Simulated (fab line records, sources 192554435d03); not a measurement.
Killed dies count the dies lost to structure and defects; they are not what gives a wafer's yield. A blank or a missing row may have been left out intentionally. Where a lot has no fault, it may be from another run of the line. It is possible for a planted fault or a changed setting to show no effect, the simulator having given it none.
Chamber matching :: flow n5_finfet :: N5_BEOL_M0_CUTY_ETCH_62 on rie_diel-02: 4 sister chambers
The step etches SiARC in CF4, time 58.5 s. 20 wafers are shown with their chamber, then 10 later ones without.

WAFERS, EACH WITH ITS CHAMBER
wafer: L074.1
chamber: 1
drypump_motor_current_A (A): 5.4
showerhead_plenum_p_Torr (Torr): 2.11
throttle_valve_pct (%): 15.82

wafer: L074.5
chamber: 0
drypump_motor_current_A (A): 5.6
showerhead_plenum_p_Torr (Torr): 2.14
throttle_valve_pct (%): 15.89

wafer: L074.6
chamber: 3
drypump_motor_current_A (A): 4.9
showerhead_plenum_p_Torr (Torr): 2.15
throttle_valve_pct (%): 15.62

wafer: L078.1
chamber: 1
drypump_motor_current_A (A): 5.4
showerhead_plenum_p_Torr (Torr): 2.10
throttle_valve_pct (%): 15.32

wafer: L078.4
chamber: 3
drypump_motor_current_A (A): 4.9
showerhead_plenum_p_Torr (Torr): 2.15
throttle_valve_pct (%): 15.63

wafer: L078.6
chamber: 3
drypump_motor_current_A (A): 4.9
showerhead_plenum_p_Torr (Torr): 2.15
throttle_valve_pct (%): 15.63

wafer: L080.1
chamber: 0
drypump_motor_current_A (A): 5.6
showerhead_plenum_p_Torr (Torr): 2.14
throttle_valve_pct (%): 15.91

wafer: L080.3
chamber: 3
drypump_motor_current_A (A): 4.9
showerhead_plenum_p_Torr (Torr): 2.15
throttle_valve_pct (%): 15.62

wafer: L080.4
chamber: 2
drypump_motor_current_A (A): 5.0
showerhead_plenum_p_Torr (Torr): 2.05
throttle_valve_pct (%): 15.92

wafer: L084.1
chamber: 0
drypump_motor_current_A (A): 5.6
showerhead_plenum_p_Torr (Torr): 2.14
throttle_valve_pct (%): 15.93

wafer: L084.2
chamber: 3
drypump_motor_current_A (A): 4.9
showerhead_plenum_p_Torr (Torr): 2.15
throttle_valve_pct (%): 15.66

wafer: L084.4
chamber: 1
drypump_motor_current_A (A): 5.4
showerhead_plenum_p_Torr (Torr): 2.10
throttle_valve_pct (%): 15.35

wafer: L085.1
chamber: 1
drypump_motor_current_A (A): 5.3
showerhead_plenum_p_Torr (Torr): 2.10
throttle_valve_pct (%): 15.36

wafer: L085.2
chamber: 0
drypump_motor_current_A (A): 5.6
showerhead_plenum_p_Torr (Torr): 2.13
throttle_valve_pct (%): 15.92

wafer: L085.4
chamber: 2
drypump_motor_current_A (A): 5.0
showerhead_plenum_p_Torr (Torr): 2.05
throttle_valve_pct (%): 15.92

wafer: L088.1
chamber: 3
drypump_motor_current_A (A): 4.9
showerhead_plenum_p_Torr (Torr): 2.14
throttle_valve_pct (%): 15.66

wafer: L088.2
chamber: 2
drypump_motor_current_A (A): 5.0
showerhead_plenum_p_Torr (Torr): 2.05
throttle_valve_pct (%): 15.94

wafer: L088.3
chamber: 0
drypump_motor_current_A (A): 5.6
showerhead_plenum_p_Torr (Torr): 2.13
throttle_valve_pct (%): 15.93

wafer: L089.1
chamber: 1
drypump_motor_current_A (A): 5.4
showerhead_plenum_p_Torr (Torr): 2.10
throttle_valve_pct (%): 15.37

wafer: L089.4
chamber: 0
drypump_motor_current_A (A): 5.6
showerhead_plenum_p_Torr (Torr): 2.13
throttle_valve_pct (%): 15.95

SIGNATURES (means of the wafers above)
reading: drypump_motor_current_A
chamber 0: 5.600
chamber 1: 5.380
chamber 2: 5.000
chamber 3: 4.900
scatter within a chamber: 0.0224

reading: showerhead_plenum_p_Torr
chamber 0: 2.1350
chamber 1: 2.1020
chamber 2: 2.0500
chamber 3: 2.1483
scatter within a chamber: 0.00443

reading: throttle_valve_pct
chamber 0: 15.9217
chamber 1: 15.4440
chamber 2: 15.9267
chamber 3: 15.6367
scatter within a chamber: 0.107
Rule: a wafer lies at a distance from a chamber equal to the root of the sum of squares, over the readings, of (its reading less the chamber's mean, divided by the reading's scatter). The wafer belongs to the nearest chamber; if the next one is less than 2 further off, it can't be placed. The scatter: take each reading less its chamber's mean, square it, sum over the shown wafers, divide by the number of wafers less the number of chambers, and take the root.

WAFERS WITH NO CHAMBER GIVEN
wafer: L089.6
drypump_motor_current_A (A): 5.0
showerhead_plenum_p_Torr (Torr): 2.04
throttle_valve_pct (%): 15.95

wafer: L095.2
drypump_motor_current_A (A): 4.9
showerhead_plenum_p_Torr (Torr): 2.14
throttle_valve_pct (%): 15.70

wafer: L095.3
drypump_motor_current_A (A): 5.6
showerhead_plenum_p_Torr (Torr): 2.13
throttle_valve_pct (%): 15.96

wafer: L095.6
drypump_motor_current_A (A): 5.6
showerhead_plenum_p_Torr (Torr): 2.13
throttle_valve_pct (%): 15.96

wafer: L096.1
drypump_motor_current_A (A): 5.4
showerhead_plenum_p_Torr (Torr): 2.09
throttle_valve_pct (%): 15.41

wafer: L096.3
drypump_motor_current_A (A): 5.0
showerhead_plenum_p_Torr (Torr): 2.04
throttle_valve_pct (%): 15.98

wafer: L096.5
drypump_motor_current_A (A): 5.6
showerhead_plenum_p_Torr (Torr): 2.13
throttle_valve_pct (%): 15.97

wafer: L097.3
drypump_motor_current_A (A): 5.0
showerhead_plenum_p_Torr (Torr): 2.04
throttle_valve_pct (%): 15.97

wafer: L097.4
drypump_motor_current_A (A): 5.4
showerhead_plenum_p_Torr (Torr): 2.09
throttle_valve_pct (%): 15.41

wafer: L097.6
drypump_motor_current_A (A): 5.6
showerhead_plenum_p_Torr (Torr): 2.13
throttle_valve_pct (%): 15.96

EACH ONE'S CHAMBER
wafer: L089.6
from the rows above: 2
in truth: 2

wafer: L095.2
from the rows above: 3
in truth: 3

wafer: L095.3
from the rows above: 0
in truth: 0

wafer: L095.6
from the rows above: 0
in truth: 0

wafer: L096.1
from the rows above: 1
in truth: 1

wafer: L096.3
from the rows above: 2
in truth: 2

wafer: L096.5
from the rows above: 0
in truth: 0

wafer: L097.3
from the rows above: 2
in truth: 2

wafer: L097.4
from the rows above: 1
in truth: 1

wafer: L097.6
from the rows above: 0
in truth: 0
Correctly placed: 10 of 10. Can't be placed from these rows: 0. 0 placed wrongly.
